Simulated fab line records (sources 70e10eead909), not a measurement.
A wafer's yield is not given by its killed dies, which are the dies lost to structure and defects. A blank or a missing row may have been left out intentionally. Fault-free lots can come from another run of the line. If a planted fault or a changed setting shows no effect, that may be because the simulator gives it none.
2 desks, one fault	flow nand_harc	only its own numbers are on each desk; what lay behind them is given at the end

== THE TOOL OWNER'S DESK: rie_diel-03 ==
The tool's own readings at NHARC_A_CONTACT_ETCH_51 (etches the open film in O2/COS, target depth 7000 nm, time 1820 s): means of the sampled wafers that have a number, for each lot that ran on this tool. A lot is out of limits, marked OUT, if its mean lies more than 4 standard deviations from the usual mean; the brackets give that distance.
Columns: A = drypump_motor_current_A at NHARC_A_CONTACT_ETCH_51, usual 5.7 A; B = oes_product_au at NHARC_A_CONTACT_ETCH_51, usual 1.001 a.u.; C = rf_vpp_V at NHARC_A_CONTACT_ETCH_51, usual 313.7 V; D = showerhead_plenum_p_Torr at NHARC_A_CONTACT_ETCH_51, usual 3.10 Torr; E = throttle_valve_pct at NHARC_A_CONTACT_ETCH_51, usual 28.329 %
lot	first seen here	A	B	C	D	E
L691	day 22 09:57	5.5	0.998	313.9	3.07	28.328
L693	day 23 04:20	5.5	1.000	312.9	3.08	28.334
L694	day 23 13:52	5.8	1.001	313.2	3.06	28.324
L696	day 24 03:15	5.5	0.996	312.2	3.07	28.330
L699	day 25 08:40	5.8	0.998	312.3	3.05	28.328
L708	day 28 18:26	6.0	1.007	311.9	3.04	28.333
L712	day 31 14:50	5.5	0.993	313.4	3.06	28.332
Result from this desk: across the 7 lots, nothing is out of limits.

== THE METROLOGY DESK ==
Means of the sampled wafers that have a number, per lot and without regard to the tool the lot ran on: this is what the gauges read. A lot is out of limits, marked OUT, if its mean lies more than 4 standard deviations from the usual mean; the brackets give that distance.
Columns: A = cd_nm at NHARC_THIN_TSV_CD_MEAS_33, usual 5000.2 nm
lot	first seen here	A
L689	day 23 20:11	4999.2
L690	day 24 13:47	4999.1
L691	day 24 21:01	5002.0
L693	day 25 13:16	4996.6
L696	day 26 22:25	4999.5
L694	day 26 23:37	4998.8
L699	day 28 00:37	5000.8
L704	day 30 06:19	5000.0
L707	day 31 07:34	5002.5
L708	day 31 14:02	5000.5
L711	day 33 13:46	5000.3
L712	day 34 05:17	5001.5
Result from this desk: across the 12 lots, nothing is out of limits.

== ALL TOGETHER ==
The tool owner's desk saw nothing out of limits.
From the metrology desk's view, nothing was out of limits.

== WHAT WAS PUT IN BY THE SIMULATOR ==
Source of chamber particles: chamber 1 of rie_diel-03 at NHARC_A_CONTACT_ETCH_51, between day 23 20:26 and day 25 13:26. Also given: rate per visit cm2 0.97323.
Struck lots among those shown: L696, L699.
